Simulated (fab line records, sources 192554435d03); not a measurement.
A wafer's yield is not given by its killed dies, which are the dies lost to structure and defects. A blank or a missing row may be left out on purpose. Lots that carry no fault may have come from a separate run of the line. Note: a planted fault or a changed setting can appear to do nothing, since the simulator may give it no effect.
Matching of chambers ; flow n5_finfet ; N5_GATE_CUT_CMP_23 on cmp-04: 4 sister chambers
The step polishes, stops on SiO2, t overpolish 23.4 s, target thk 16 nm. 8 wafers are shown with their chamber, then 11 later ones without.

## EACH WAFER AND ITS CHAMBER
wafer;chamber;motor_current_A (A);time_to_endpoint_s (s)
L088.6;0;9.0;16.7
L089.1;1;8.8;21.4
L089.2;2;8.6;19.2
L089.3;3;8.7;21.2
L089.4;0;9.1;18.3
L089.5;2;9.2;17.1
L089.6;1;8.8;21.0
L092.4;3;8.6;21.9

## WAFERS WITH NO CHAMBER GIVEN
wafer;motor_current_A (A);time_to_endpoint_s (s)
L092.5;9.4;21.4
L092.6;9.3;20.5
L092.1;9.1;19.2
L092.2;8.9;21.7
L092.3;9.1;20.5
L093.1;9.7;21.2
L093.3;8.5;20.0
L093.5;8.9;20.4
L096.1;9.2;19.2
L096.3;8.3;20.7
L096.4;9.5;18.5

## EACH ONE'S CHAMBER
wafer;from the rows above;in truth
L092.5;can't be placed: 1 or 3 or 2 or 0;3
L092.6;can't be placed: 1 or 2 or 3 or 0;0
L092.1;can't be placed: 2 or 0 or 1 or 3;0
L092.2;can't be placed: 1 or 3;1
L092.3;can't be placed: 1 or 3 or 2 or 0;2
L093.1;can't be placed: 1 or 2 or 0 or 3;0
L093.3;can't be placed: 3 or 1 or 2 or 0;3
L093.5;can't be placed: 1 or 3 or 2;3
L096.1;can't be placed: 2 or 0 or 1 or 3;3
L096.3;can't be placed: 3 or 1 or 2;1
L096.4;can't be placed: 0 or 2 or 1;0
Correctly placed: 0 of 11. These rows do not allow placing 11 (true chamber among the candidates in 11). Number placed wrongly: 0.
How it was worked out, from the rows above alone: a wafer's distance from a chamber is the root of the sum, over the readings, of the square of ((its reading less the chamber's mean) divided by the reading's scatter). The wafer belongs to the nearest chamber; if the next one is less than 2 further off, it can't be placed. The mean given for a chamber averages the wafers shown for that chamber. The scatter: take each reading less its chamber's mean, square it, sum over the shown wafers, divide by the number of wafers less the number of chambers, and take the root.
